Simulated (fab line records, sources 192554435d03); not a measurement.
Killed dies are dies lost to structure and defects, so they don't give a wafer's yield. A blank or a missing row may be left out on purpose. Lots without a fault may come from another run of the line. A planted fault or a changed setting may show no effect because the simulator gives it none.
A struck lot beside a sound one | flow n5_finfet | 15 steps out of a route of 1938
Sound: wafers L493.1, L493.3, L493.6. Struck: wafer L491.4. (L491.3 of the same lot was not struck and is left out.) The cause comes at the end.
At each step with rows: each side's tool, then ch and its chambers, then its first start. Under that, the readings that differ: sound wafers | struck wafers | difference of the means | sigmas: that difference in standard deviations of wafers without a fault.
alike: readings whose means differ by less than 2 such deviations, and words and numbers that are the same on both sides. not compared: withheld readings, readings that some wafer has no value for, bounds like >300 that may hide the same value, and numbers for which the record gives no deviation and whose values overlap.
The two part at a step that has a row with sigmas, a row that says differs or no value, or rows on one side only. Numbers that don't overlap but have no deviation are shown without sigmas and don't part them. A reading that every wafer of one side lacks parts them only if that side has two wafers or more.

N5_HKMG_FIN_STRIP_60: strips in N2/H2, time 360 s.
  sound on plasma_asher-02 ch 0,1, day 9 17:35; struck on plasma_asher-01 ch 1, day 9 07:08
  alike: drypump_motor_current_A, heater_power_w, n2_flow_sccm, temp_c
  not compared: rf_hours_counter_h
then, 2 steps without rows for these wafers: N5_HKMG_FIN_WET_ETCH_77 (etches La2O3 in dHCl, stops on HfO2, target depth 2 nm); N5_HKMG_FIN_WET_ETCH_78 (etches Al2O3 in dNH4OH, stops on La2O3, target depth 4.5 nm, rinse time 30 s).
N5_HKMG_FIN_ALD_79: deposits TiN, target thk 1.5 nm, pulse time 1 s, purge time 3 s.
  sound on ald_metal-04 ch 0,1,2, day 9 18:04; struck on ald_metal-02 ch 1, day 9 07:31
  alike: heater_power_w, precursor_pulse_height_rel
  not compared: ald_cycles
N5_HKMG_FIN_CVD_62: deposits a-Si from Si2H6, target thk 3 nm, time 20.8 s.
  sound on thermal_cvd_si-02 ch 1, day 9 18:26; struck on thermal_cvd_si-02 ch 1, day 9 07:52
  alike: heater_power_w
then, 5 steps without rows for these wafers: N5_HKMG_FIN_RTA_80 (time 2 s); N5_HKMG_FIN_PRECLEAN_64 (cleans in dHF, time 30 s); N5_HKMG_FIN_WET_ETCH_65 (etches a-Si in TMAH, stops on TiN, time 49 s, target depth 3 nm); N5_HKMG_FIN_WET_ETCH_81 (etches TiN in SC1, stops on HfO2, time 57 s, target depth 6 nm); N5_HKMG_FIN_WET_ETCH_82 (etches La2O3 in dHCl, stops on HfO2, target depth 2 nm, rinse time 30 s).
N5_HKMG_FIN_ALD_36: deposits TiN, target thk 1 nm, pulse time 1 s, purge time 3 s.
  sound on ald_metal-02 ch 0,1,2, day 9 18:53; struck on ald_metal-01 ch 1, day 9 08:17
  alike: heater_power_w, precursor_pulse_height_rel
  not compared: ald_cycles
N5_HKMG_FIN_THK_MEAS_70: measures by xrf.
  sound on film_metro-01, day 9 19:10; struck on film_metro-02, day 9 08:34
  reading     | sound             | struck | difference | sigmas
  HK_THK (nm) | 1.639 1.630 1.622 | 1.579  | -0.051     | -3
N5_HKMG_FIN_PWFM_ALD_03: deposits TiN, target thk 2 nm, pulse time 1 s, purge time 3 s.
  sound on ald_metal-01 ch 1,3, day 9 19:12; struck on ald_metal-04 ch 0, day 9 08:36
  reading    | sound    | struck | difference | sigmas
  ald_cycles | 91 91 91 | 85     | -6         |
  alike: heater_power_w, precursor_pulse_height_rel
then, 1 step without rows for these wafers: N5_HKMG_FIN_COAT_29 (time 60 s, resist thk 300 nm).
-- the record jumps here: 8 days lie between the struck wafers' starts before and after (it left off in module HKMG_FIN and takes up again in module PASSIVATION, whose first step shown is number 1936 of the route) --
N5_PASSIVATION_PROBE_49:
  sound on prober-02, day 17 18:05; struck on prober-02, day 17 12:46
  reading             | sound    | struck | difference | sigmas
  killed_at_front_end | 46 48 69 | 23     | -31        | -3
  killed_at_other     | 5 2 3    | 11     | +8         | +3
  alike: killed_at_M0_to_M3, killed_at_M4_up, killed_at_contacts, killed_dies, killed_open, killed_short

WHERE THEY PART
First at N5_HKMG_FIN_THK_MEAS_70; last, within this record, at N5_PASSIVATION_PROBE_49.

WHY: what the simulator had put in
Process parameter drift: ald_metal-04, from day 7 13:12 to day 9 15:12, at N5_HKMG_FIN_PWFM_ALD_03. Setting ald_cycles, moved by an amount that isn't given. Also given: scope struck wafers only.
